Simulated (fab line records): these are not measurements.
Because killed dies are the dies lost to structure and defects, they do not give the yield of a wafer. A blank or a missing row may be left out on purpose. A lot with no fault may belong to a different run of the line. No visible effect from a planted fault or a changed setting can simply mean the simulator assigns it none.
What tool caused it?	flow n5Finfet	Sampling: 24 lots, 72 wafers, 6 of 1938 route steps

== WHAT EACH GAUGE READ, for each wafer ==
The record lacks any reading of a measuring or inspecting step that a usual standard deviation could be used to judge.

== WHAT TOOL EACH LOT RAN ON (gives the tool, then ch and the chambers of the sampled wafers, and finally the start) ==
lot	N5_BEOL_M1_STRIP_36	N5_BEOL_M1_DEGAS_44	N5_BEOL_M1_SPUTTER_79	N5_BEOL_M1_ANNEAL_82	N5_BEOL_M2_ILD_DEP_00	N5_BEOL_M2_HM_DEP_02
L074	rieDiel-05 ch 0,1,3, day 6 05:49	pvdSputter-01, day 6 06:27	pvdSputter-03, day 6 07:28	pvdSputter-03, day 6 07:46	pecvd-02 ch 0,2, day 6 10:10	pvdSputter-01, day 6 10:52
L075	rieDiel-05 ch 0,1,3, day 6 14:05	pvdSputter-02, day 6 14:31	pvdSputter-01, day 6 15:22	pvdSputter-01, day 6 15:40	pecvd-03 ch 0,1,2, day 6 18:01	pvdSputter-03, day 6 18:30
L077	rieDiel-05 ch 1,2,3, day 6 17:07	pvdSputter-03, day 6 17:56	pvdSputter-02, day 6 18:58	pvdSputter-02, day 6 19:16	pecvd-01 ch 0,2, day 6 21:37	pvdSputter-01, day 7 01:28
L076	rieDiel-06 ch 0,2, day 6 20:29	pvdSputter-02, day 6 21:09	pvdSputter-03, day 6 23:46	pvdSputter-03, day 7 00:04	pecvd-03 ch 0,2, day 7 03:27	pvdSputter-01, day 7 05:24
L078	rieDiel-05 ch 1,2, day 7 08:29	pvdSputter-03, day 7 09:11	pvdSputter-01, day 7 09:57	pvdSputter-01, day 7 10:15	pecvd-02 ch 0,1, day 7 12:36	pvdSputter-02, day 7 13:15
L079	rieDiel-01 ch 0,1,3, day 7 16:08	pvdSputter-01, day 7 16:49	pvdSputter-03, day 7 18:05	pvdSputter-03, day 7 18:23	pecvd-02 ch 0,2, day 7 20:44	pvdSputter-02, day 7 21:48
L081	rieDiel-05 ch 0,3, day 8 02:39	pvdSputter-01, day 8 03:20	pvdSputter-03, day 8 04:16	pvdSputter-03, day 8 04:34	pecvd-03 ch 1,2, day 8 06:56	pvdSputter-01, day 8 09:11
L082	rieDiel-01 ch 0,1,3, day 8 02:44	pvdSputter-03, day 8 03:25	pvdSputter-02, day 8 04:25	pvdSputter-02, day 8 04:43	pecvd-02 ch 0,1,2, day 8 07:09	pvdSputter-03, day 8 09:21
L080	rieDiel-01 ch 0,2,3, day 8 03:07	pvdSputter-03, day 8 03:49	pvdSputter-02, day 8 06:16	pvdSputter-02, day 8 06:34	pecvd-01 ch 0,1,2, day 8 08:56	pvdSputter-01, day 8 09:28
L083	rieDiel-06 ch 0,2,3, day 8 14:44	pvdSputter-01, day 8 15:35	pvdSputter-03, day 8 16:29	pvdSputter-03, day 8 16:47	pecvd-02 ch 0,2, day 8 19:11	pvdSputter-02, day 8 23:16
L084	rieDiel-06 ch 0,3, day 9 00:23	pvdSputter-02, day 9 01:02	pvdSputter-03, day 9 01:49	pvdSputter-03, day 9 02:07	pecvd-03 ch 0,1,2, day 9 04:29	pvdSputter-01, day 9 05:38
L085	rieDiel-05 ch 0,2,3, day 9 01:18	pvdSputter-02, day 9 01:42	pvdSputter-01, day 9 03:54	pvdSputter-01, day 9 04:12	pecvd-02 ch 1,2, day 9 06:41	pvdSputter-02, day 9 07:16
L086	rieDiel-05 ch 1,2,3, day 9 06:14	pvdSputter-02, day 9 07:01	pvdSputter-01, day 9 07:58	pvdSputter-01, day 9 08:16	pecvd-01 ch 0,2, day 9 10:38	pvdSputter-02, day 9 12:43
L087	rieDiel-05 ch 0,2,3, day 9 12:29	pvdSputter-02, day 9 13:17	pvdSputter-02, day 9 14:23	pvdSputter-02, day 9 14:41	pecvd-02 ch 0,1,2, day 9 17:04	pvdSputter-03, day 9 18:09
L088	rieDiel-01 ch 1,3, day 9 17:56	pvdSputter-02, day 9 19:12	pvdSputter-02, day 9 20:02	pvdSputter-02, day 9 20:20	pecvd-03 ch 1,2, day 9 22:41	pvdSputter-02, day 9 23:04
L089	rieDiel-05 ch 0,1,3, day 9 22:20	pvdSputter-03, day 9 22:49	pvdSputter-02, day 9 23:49	pvdSputter-02, day 10 00:07	pecvd-02 ch 0,1,2, day 10 02:41	pvdSputter-02, day 10 03:31
L090	rieDiel-01 ch 0,1,3, day 10 12:02	pvdSputter-02, day 10 12:58	pvdSputter-01, day 10 14:01	pvdSputter-01, day 10 14:19	pecvd-03 ch 0,1,2, day 10 16:41	pvdSputter-03, day 10 17:28
L092	rieDiel-05 ch 0,2,3, day 10 16:04	pvdSputter-03, day 10 17:18	pvdSputter-01, day 10 18:09	pvdSputter-01, day 10 18:27	pecvd-01 ch 0,1, day 10 20:49	pvdSputter-03, day 10 23:01
L091	rieDiel-01 ch 0,2, day 10 17:10	pvdSputter-01, day 10 17:51	pvdSputter-03, day 10 18:54	pvdSputter-03, day 10 19:12	pecvd-01 ch 0,1, day 10 21:52	pvdSputter-03, day 10 23:10
L093	rieDiel-01 ch 0,1,3, day 10 19:37	pvdSputter-01, day 10 20:07	pvdSputter-03, day 10 21:01	pvdSputter-03, day 10 21:19	pecvd-03 ch 0,2, day 10 23:40	pvdSputter-03, day 11 00:18
L094	rieDiel-06 ch 1,2, day 11 11:31	pvdSputter-01, day 11 12:12	pvdSputter-02, day 11 13:22	pvdSputter-02, day 11 13:40	pecvd-02 ch 0,1,2, day 11 16:01	pvdSputter-03, day 11 16:47
L095	rieDiel-01 ch 0,1, day 11 22:32	pvdSputter-02, day 11 23:02	pvdSputter-02, day 12 00:08	pvdSputter-02, day 12 00:28	pecvd-02 ch 0,2, day 12 02:59	pvdSputter-03, day 12 03:26
L096	rieDiel-01 ch 0,1, day 11 23:47	pvdSputter-03, day 12 00:31	pvdSputter-03, day 12 01:23	pvdSputter-03, day 12 01:41	pecvd-02 ch 0,2, day 12 04:08	pvdSputter-01, day 12 04:27
L097	rieDiel-06 ch 1,2,3, day 12 09:59	pvdSputter-03, day 12 10:32	pvdSputter-01, day 12 13:07	pvdSputter-01, day 12 13:25	pecvd-03 ch 0,1, day 12 15:46	pvdSputter-02, day 12 15:56
- N5_BEOL_M1_STRIP_36: strips in N2/H2.
- N5_BEOL_M1_DEGAS_44: time 60 s.
- N5_BEOL_M1_SPUTTER_79: material Cu, target thk 4.5 nm, time 8.29 s.
- N5_BEOL_M1_ANNEAL_82: time 240 s.
- N5_BEOL_M2_ILD_DEP_00: deposits SiOC from DEMS/O2, target thk 79 nm, time 15.3 s.
- N5_BEOL_M2_HM_DEP_02: deposits TiN, target thk 20 nm.

== AS READ BY THE TOOLS THEMSELVES (means over the sampled wafers that have a number; for cases with no such wafer, the mark the record gives instead) ==
N5_BEOL_M1_STRIP_36.
lot	tool	chamberPressureMTorr (mTorr)	drypumpMotorCurrentA (A)	n2FlowSccm (sccm)	oesProductAu (a.u.)	rfVppV (V)	showerheadPlenumPTorr (Torr)	throttleValvePct (%)
L074	rieDiel-05	19.99	5.61	199.8	0.77	59.5	2.58	23.57
L075	rieDiel-05	20.00	5.61	199.6	0.76	58.6	2.58	23.58
L077	rieDiel-05	20.00	5.46	200.1	0.79	60.2	2.56	23.68
L076	rieDiel-06	20.03	5.75	200.6	0.74	58.0	2.60	23.75
L078	rieDiel-05	20.02	5.46	200.6	0.84	59.8	2.60	23.82
L079	rieDiel-01	20.04	5.95	199.4	0.78	59.5	2.62	23.90
L081	rieDiel-05	20.00	5.88	200.3	0.74	58.0	2.59	23.60
L082	rieDiel-01	20.01	5.94	200.2	0.77	57.0	2.62	23.90
L080	rieDiel-01	20.01	5.68	200.2	0.78	59.3	2.58	23.62
L083	rieDiel-06	20.01	5.58	200.0	0.76	59.1	2.55	23.80
L084	rieDiel-06	20.00	5.67	199.6	0.77	59.1	2.59	23.87
L085	rieDiel-05	20.01	5.71	200.2	0.76	59.4	2.57	23.71
L086	rieDiel-05	19.97	5.46	200.4	0.77	59.5	2.55	23.70
L087	rieDiel-05	19.98	5.72	199.9	0.76	58.2	2.57	23.72
L088	rieDiel-01	20.00	5.82	199.9	0.71	60.6	2.62	23.70
L089	rieDiel-05	20.00	5.63	200.4	0.74	59.3	2.57	23.60
L090	rieDiel-01	20.01	5.94	199.9	0.76	60.9	2.61	23.90
L092	rieDiel-05	20.00	5.71	199.9	0.75	58.9	2.57	23.72
L091	rieDiel-01	19.99	5.81	199.6	0.80	59.4	2.57	23.87
L093	rieDiel-01	20.00	5.93	199.5	0.75	58.6	2.61	23.94
L094	rieDiel-06	20.02	5.37	199.9	0.84	60.5	2.56	23.20
L095	rieDiel-01	19.97	6.01	199.5	0.94	61.2	2.61	24.03
L096	rieDiel-01	19.99	6.05	199.9	0.88	59.6	2.60	24.04
L097	rieDiel-06	20.00	5.39	200.5	0.80	59.2	2.52	23.52

N5_BEOL_M1_DEGAS_44.
lot	tool	heaterPowerW (W)
L074	pvdSputter-01	297
L075	pvdSputter-02	361
L077	pvdSputter-03	375
L076	pvdSputter-02	367
L078	pvdSputter-03	354
L079	pvdSputter-01	300
L081	pvdSputter-01	298
L082	pvdSputter-03	351
L080	pvdSputter-03	354
L083	pvdSputter-01	301
L084	pvdSputter-02	333
L085	pvdSputter-02	307
L086	pvdSputter-02	331
L087	pvdSputter-02	362
L088	pvdSputter-02	357
L089	pvdSputter-03	332
L090	pvdSputter-02	335
L092	pvdSputter-03	374
L091	pvdSputter-01	304
L093	pvdSputter-01	302
L094	pvdSputter-01	275
L095	pvdSputter-02	304
L096	pvdSputter-03	369
L097	pvdSputter-03	330

N5_BEOL_M1_SPUTTER_79.
lot	tool	chamberPressurePa (Pa)	chuckGasFlowSccm (sccm)	substrateTempC (C)	throttleValvePct (%)
L074	pvdSputter-03	0.06985	1.23	-19.93	30.4
L075	pvdSputter-01	0.06994	1.25	-20.09	29.3
L077	pvdSputter-02	0.07004	1.23	-20.05	30.2
L076	pvdSputter-03	0.06994	1.24	-20.11	29.9
L078	pvdSputter-01	0.06999	1.23	-20.18	30.3
L079	pvdSputter-03	0.06998	1.21	-19.97	30.0
L081	pvdSputter-03	0.06996	1.26	-20.07	30.3
L082	pvdSputter-02	0.06995	1.25	-19.97	30.1
L080	pvdSputter-02	0.06998	1.20	-19.99	30.9
L083	pvdSputter-03	0.07000	1.29	-19.92	29.9
L084	pvdSputter-03	0.06998	1.29	-19.89	30.1
L085	pvdSputter-01	0.06996	1.26	-20.01	29.8
L086	pvdSputter-01	0.07014	1.27	-19.99	30.0
L087	pvdSputter-02	0.06992	1.32	-20.05	30.3
L088	pvdSputter-02	0.06990	1.24	-20.00	30.1
L089	pvdSputter-02	0.07000	1.33	-19.96	30.1
L090	pvdSputter-01	0.06998	1.26	-20.03	30.8
L092	pvdSputter-01	0.06996	1.24	-20.06	30.3
L091	pvdSputter-03	0.07000	1.27	-19.96	30.1
L093	pvdSputter-03	0.07002	1.32	-20.10	30.8
L094	pvdSputter-02	0.07003	1.25	-20.02	30.9
L095	pvdSputter-02	0.06995	1.30	-19.93	30.0
L096	pvdSputter-03	0.06997	1.20	-20.14	30.4
L097	pvdSputter-01	0.07001	1.28	-20.07	30.4

N5_BEOL_M1_ANNEAL_82.
lot	tool	heaterPowerW (W)
L074	pvdSputter-03	881
L075	pvdSputter-01	738
L077	pvdSputter-02	918
L076	pvdSputter-03	770
L078	pvdSputter-01	770
L079	pvdSputter-03	772
L081	pvdSputter-03	871
L082	pvdSputter-02	908
L080	pvdSputter-02	837
L083	pvdSputter-03	825
L084	pvdSputter-03	886
L085	pvdSputter-01	744
L086	pvdSputter-01	739
L087	pvdSputter-02	926
L088	pvdSputter-02	910
L089	pvdSputter-02	906
L090	pvdSputter-01	759
L092	pvdSputter-01	762
L091	pvdSputter-03	898
L093	pvdSputter-03	995
L094	pvdSputter-02	839
L095	pvdSputter-02	896
L096	pvdSputter-03	872
L097	pvdSputter-01	729

N5_BEOL_M2_ILD_DEP_00.
lot	tool	heaterPowerW (W)	showerheadPlenumPTorr (Torr)	throttleValvePct (%)
L074	pecvd-02	430	5.689	12.4
L075	pecvd-03	499	5.703	11.5
L077	pecvd-01	462	5.703	12.3
L076	pecvd-03	469	5.690	11.5
L078	pecvd-02	473	5.694	12.4
L079	pecvd-02	481	5.692	12.5
L081	pecvd-03	498	5.704	11.6
L082	pecvd-02	435	5.699	12.5
L080	pecvd-01	448	5.704	12.7
L083	pecvd-02	428	5.691	12.9
L084	pecvd-03	483	5.697	11.7
L085	pecvd-02	466	5.694	12.0
L086	pecvd-01	490	5.699	12.9
L087	pecvd-02	432	5.699	12.5
L088	pecvd-03	480	5.716	11.6
L089	pecvd-02	457	5.698	12.5
L090	pecvd-03	458	5.696	11.6
L092	pecvd-01	500	5.706	12.2
L091	pecvd-01	468	5.713	12.7
L093	pecvd-03	491	5.689	11.4
L094	pecvd-02	485	5.688	12.4
L095	pecvd-02	425	5.688	12.5
L096	pecvd-02	421	5.700	12.4
L097	pecvd-03	509	5.707	11.7

N5_BEOL_M2_HM_DEP_02.
lot	tool	chamberPressurePa (Pa)	substrateTempC (C)	throttleValvePct (%)
L074	pvdSputter-01	0.4991	25.04	30.9
L075	pvdSputter-03	0.5004	25.00	30.4
L077	pvdSputter-01	0.5001	25.06	30.4
L076	pvdSputter-01	0.4993	25.14	29.7
L078	pvdSputter-02	0.4990	24.89	31.1
L079	pvdSputter-02	0.5004	25.01	31.0
L081	pvdSputter-01	0.5011	25.00	31.2
L082	pvdSputter-03	0.5005	25.00	30.3
L080	pvdSputter-01	0.5000	24.92	31.3
L083	pvdSputter-02	0.5007	25.00	30.7
L084	pvdSputter-01	0.4996	24.96	31.2
L085	pvdSputter-02	0.5001	24.98	30.3
L086	pvdSputter-02	0.5009	25.10	30.7
L087	pvdSputter-03	0.4996	24.96	30.3
L088	pvdSputter-02	0.4995	25.08	30.9
L089	pvdSputter-02	0.4997	25.00	30.6
L090	pvdSputter-03	0.5004	25.02	29.8
L092	pvdSputter-03	0.5016	25.00	30.9
L091	pvdSputter-03	0.4997	25.17	29.8
L093	pvdSputter-03	0.4998	25.03	30.2
L094	pvdSputter-03	0.4999	25.01	30.4
L095	pvdSputter-03	0.5003	24.87	29.9
L096	pvdSputter-01	0.4985	24.89	30.1
L097	pvdSputter-02	0.5004	25.07	30.8

== THE ANSWER, worked out from the rows above alone ==
Rule: the usual values come from the lots themselves. The widest of any qualifying gaps counts: lots, ordered by their means at a reading, are off when they make up no more than a third of the lots, leave a main group of 4 or more, and stand apart from it by 3 or more times the standard deviation of that group's means. If all means in a main group match to the digits the tables above print for the reading, that group is not used. Also off: a lot with no number at a reading for which 4 or more lots have one. Where the step has rows for the other lots, those lots are counted as sound. After the gauges, taken in route order, come the tools' own readings; for these a lot's mean is taken, as printed above. At the first step where some lot is off, the reading lying furthest off is the one used; lots without a number count as furthest.
None of the lots is off at any reading shown; this tells nothing.

== WHAT THE SIMULATOR HAD INSERTED ==
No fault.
